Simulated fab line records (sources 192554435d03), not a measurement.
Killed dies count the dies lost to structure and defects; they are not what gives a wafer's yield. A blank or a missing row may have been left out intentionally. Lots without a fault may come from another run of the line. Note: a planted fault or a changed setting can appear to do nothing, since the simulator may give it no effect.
The tool behind it: which one? ; flow n5-finfet ; 10 lots, 30 wafers sampled, at 4 steps of a route of 1938

== WHAT EACH GAUGE READ, for each wafer ==
N5_BEOL_M15_INSPECT_30: inspects for defects (macro).
lot;measured;on;raw-defect-count
L262;day 11 00:29;defect-inspect-02;3 3 1
L263;day 11 07:04;defect-inspect-02;0 2 1
L266;day 12 01:31;defect-inspect-01;2 3 2
L272;day 13 10:41;defect-inspect-02;4 5 1
L275;day 14 09:43;defect-inspect-02;1 3 4
L276;day 14 18:40;defect-inspect-02;3 1 1
L277;day 15 00:27;defect-inspect-02;5 1 2
L283;day 16 10:11;defect-inspect-02;1 3 1
L284;day 17 01:10;defect-inspect-01;1 3 2
L285;day 17 03:52;defect-inspect-02;2 4 1

== EACH LOT AND THE TOOL THAT RAN IT (in order: tool; ch and the chambers of the sampled wafers; start) ==
lot;N5_BEOL_M15_DESCUM_15;N5_BEOL_M15_ETCH_59;N5_BEOL_M15_COAT_56
L262;rie-diel-05 ch 0,1,3, day 10 22:59;rie-diel-05 ch 0,1,3, day 10 23:01;litho-track-03 ch 0, day 10 23:31
L263;rie-diel-05 ch 1,2,3, day 11 05:27;rie-diel-05 ch 1,2,3, day 11 05:29;litho-track-03 ch 0, day 11 05:59
L266;rie-diel-05 ch 1,2,3, day 12 00:05;rie-diel-05 ch 1,2,3, day 12 00:07;litho-track-01 ch 0, day 12 00:37
L272;rie-diel-03 ch 0,1,3, day 13 09:16;rie-diel-03 ch 0,1,3, day 13 09:17;litho-track-04 ch 0, day 13 09:47
L275;rie-diel-05 ch 0,2,3, day 14 08:08;rie-diel-05 ch 0,2,3, day 14 08:10;litho-track-04 ch 0, day 14 08:40
L276;rie-diel-03 ch 0,1,2, day 14 17:07;rie-diel-03 ch 0,1,2, day 14 17:09;litho-track-01 ch 0, day 14 17:40
L277;rie-diel-05 ch 0,1,2, day 14 23:01;rie-diel-05 ch 0,1,2, day 14 23:04;litho-track-01 ch 0, day 14 23:34
L283;rie-diel-03 ch 0,1,3, day 16 08:41;rie-diel-03 ch 0,1,3, day 16 08:43;litho-track-01 ch 0, day 16 09:14
L284;rie-diel-04 ch 1,3, day 16 23:37;rie-diel-04 ch 1,3, day 16 23:39;litho-track-01 ch 0, day 17 00:09
L285;rie-diel-05 ch 1,3, day 17 02:25;rie-diel-05 ch 1,3, day 17 02:26;litho-track-04 ch 0, day 17 02:57
- N5_BEOL_M15_DESCUM_15: chemistry O2, time 7.9 s.
- N5_BEOL_M15_ETCH_59: etches BARC in N2/H2, target depth 89 nm, overetch 26.7 nm, time 67.9 s.
- N5_BEOL_M15_COAT_56: time 60 s, resist thk 550 nm.

== THE ANSWER, worked out from the rows above alone ==
Rule: usual is defined by the lots themselves. The widest of any qualifying gaps counts: lots, ordered by their means at a reading, are off when they make up no more than a third of the lots, leave a main group of 4 or more, and stand apart from it by 3 or more times the standard deviation of that group's means. A main group is skipped when, at the precision printed for the reading in the tables above, its means are all equal. A lot without any number at a reading at which 4 lots or more have one is off too. Where the step has rows for the other lots, those lots are counted as sound.
No lot is off on any of the readings shown, so nothing can be concluded from this.

== WHAT THE SIMULATOR HAD INSERTED ==
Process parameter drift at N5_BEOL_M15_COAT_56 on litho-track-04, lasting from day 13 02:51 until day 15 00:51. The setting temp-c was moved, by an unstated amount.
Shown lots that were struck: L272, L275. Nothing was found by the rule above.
